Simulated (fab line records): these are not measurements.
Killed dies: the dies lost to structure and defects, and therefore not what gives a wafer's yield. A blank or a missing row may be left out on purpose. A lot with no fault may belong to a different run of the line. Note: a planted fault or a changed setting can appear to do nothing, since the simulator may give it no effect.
Split-lot study | flow n5Finfet | route with 1938 steps; 7 lots, 21 wafers read

## ON THE SPLIT
At N5_BEOL_M8_COAT_64 (time 60 s, resist thk 12 nm), the setting spinRpm was moved away from the recipe's 1500 rpm on 7 of the 21 wafers read, by -6.5% to +10.1%. This setting was run at the recipe's value on the other wafers.

## FROM THE SPLIT TO THE READING: what the file shows between them, 5 steps
- N5_BEOL_M8_COAT_71: time 60 s, resist thk 5 nm (also split here: tempC)
- N5_BEOL_M8_COAT_22: resist thk 30 nm
- N5_BEOL_M8_EBR_24
- N5_BEOL_M8_DESCUM_33: chemistry O2, time 7 s
- N5_BEOL_M8_ETCH_72: etches underlayer in N2/H2, target depth 6.5 nm, time 5.2 s

## THE READING
etch.depthNm (the simulator's own value, which no gauge read), in nm, at N5_BEOL_M8_ETCH_65 (etches SiARC in CF4, target depth 15.6 nm, time 26 s). No usual value for it is given in the file. Average 12.02 nm, standard deviation 0.03 nm, over the 14 wafers here run with the recipe.

wafer  | tool, chamber at the split | spinRpm as run, rpm | against the recipe | etch.depthNm, nm | against lot-mates on the recipe
L074.1 | lithoTrack-04, 0           | 1651                | +10.1%             | 11.41            | -0.60
L074.5 | lithoTrack-04, 0           | 1500                | recipe             | 12.03            | -
L074.6 | lithoTrack-04, 0           | 1500                | recipe             | 11.99            | -
L079.2 | lithoTrack-04, 0           | 1500                | recipe             | 12.03            | -
L079.3 | lithoTrack-04, 0           | 1618                | +7.9%              | 11.61            | -0.39
L079.5 | lithoTrack-04, 0           | 1500                | recipe             | 11.97            | -
L082.1 | lithoTrack-05, 0           | 1500                | recipe             | 12.04            | -
L082.2 | lithoTrack-05, 0           | 1544                | +2.9%              | 11.89            | -0.17
L082.3 | lithoTrack-05, 0           | 1500                | recipe             | 12.09            | -
L084.2 | lithoTrack-04, 0           | 1448                | -3.5%              | 12.25            | +0.24
L084.3 | lithoTrack-04, 0           | 1500                | recipe             | 12.02            | -
L084.5 | lithoTrack-04, 0           | 1500                | recipe             | 12               | -
L086.1 | lithoTrack-04, 0           | 1416                | -5.6%              | 12.36            | +0.34
L086.2 | lithoTrack-04, 0           | 1500                | recipe             | 11.99            | -
L086.6 | lithoTrack-04, 0           | 1500                | recipe             | 12.04            | -
L091.1 | lithoTrack-04, 0           | 1500                | recipe             | 12.01            | -
L091.3 | lithoTrack-04, 0           | 1403                | -6.5%              | 12.44            | +0.43
L091.5 | lithoTrack-04, 0           | 1403                | -6.5%              | 12.42            | +0.41
L095.1 | lithoTrack-01, 0           | 1500                | recipe             | 12.05            | -
L095.4 | lithoTrack-01, 0           | 1500                | recipe             | 12.05            | -
L095.2 | lithoTrack-01, 0           | 1500                | recipe             | 12               | -

FIT RESULTS
A straight line over all 21 wafers: etch.depthNm changes by -0.0594 nm for each +1% of spinRpm; r = -0.99; the points scatter about the line by 0.031 nm.
The same after taking each lot's own level away (the mean of its wafers on the recipe; 21 wafers): -0.0596 nm for each +1%; r = -0.99; scatter 0.028 nm.
The reading moves by 0.6 nm for the largest change in spinRpm, on that fit.
Across the lots, their own levels run from 12.000 to 12.065 nm, a range of 2.1 times the standard deviation given above.
The two slopes agree, so the slope changes little with the lot-to-lot level.
Check: with one of the wafers moved furthest among these (+10.1%) left out of the fit, the line predicts -0.585 nm for it against its lot-mates. It came out at -0.6 nm against them.

## OTHER SPLITS ON THESE WAFERS
Before the reading, these wafers also passed through other splits. Each is held against what the fit with the lots' levels taken away leaves over:
other split on the same wafers | wafers away from the commonest value | r with etch.depthNm (lot level and that fit taken away)
N5_BEOL_M4_ILD_DEP_00 timeS    | 8                                    | -0.24
N5_BEOL_M4_COAT_05 spinRpm     | 7                                    | -0.23
N5_BEOL_M4_COAT_67 spinRpm     | 4                                    | -0.29
N5_BEOL_M4_EXPOSE_25 doseMj    | 5                                    | -0.52
N5_BEOL_M5_COAT_05 spinRpm     | 11                                   | -0.26
N5_BEOL_M6_COAT_22 spinRpm     | 9                                    | -0.21
N5_BEOL_M6_ETCH_66 biasW       | 6                                    | -0.16
N5_BEOL_M8_COAT_71 tempC       | 8                                    | +0.08

## THE WHOLE CHAIN: every reading that the file lists as answering this split, in the file's order
step               | what it does                                         | reading                                                                         | change (the file's fit)                | r (the file's)
N5_BEOL_M8_COAT_64 | time 60 s, resist thk 12 nm                          | SiARC_of_BEOL_M8_COAT_64.thkNm (the simulator's own value, which no gauge read) | -0.0595 nm for each +1% of the setting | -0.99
N5_BEOL_M8_ETCH_65 | etches SiARC in CF4, target depth 15.6 nm, time 26 s | etch.depthNm (the simulator's own value, which no gauge read)                   | -0.0586 nm for each +1% of the setting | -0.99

## FILE'S OWN FIT
etch.depthNm changes by -0.0586 nm for each +1% of spinRpm, r = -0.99.
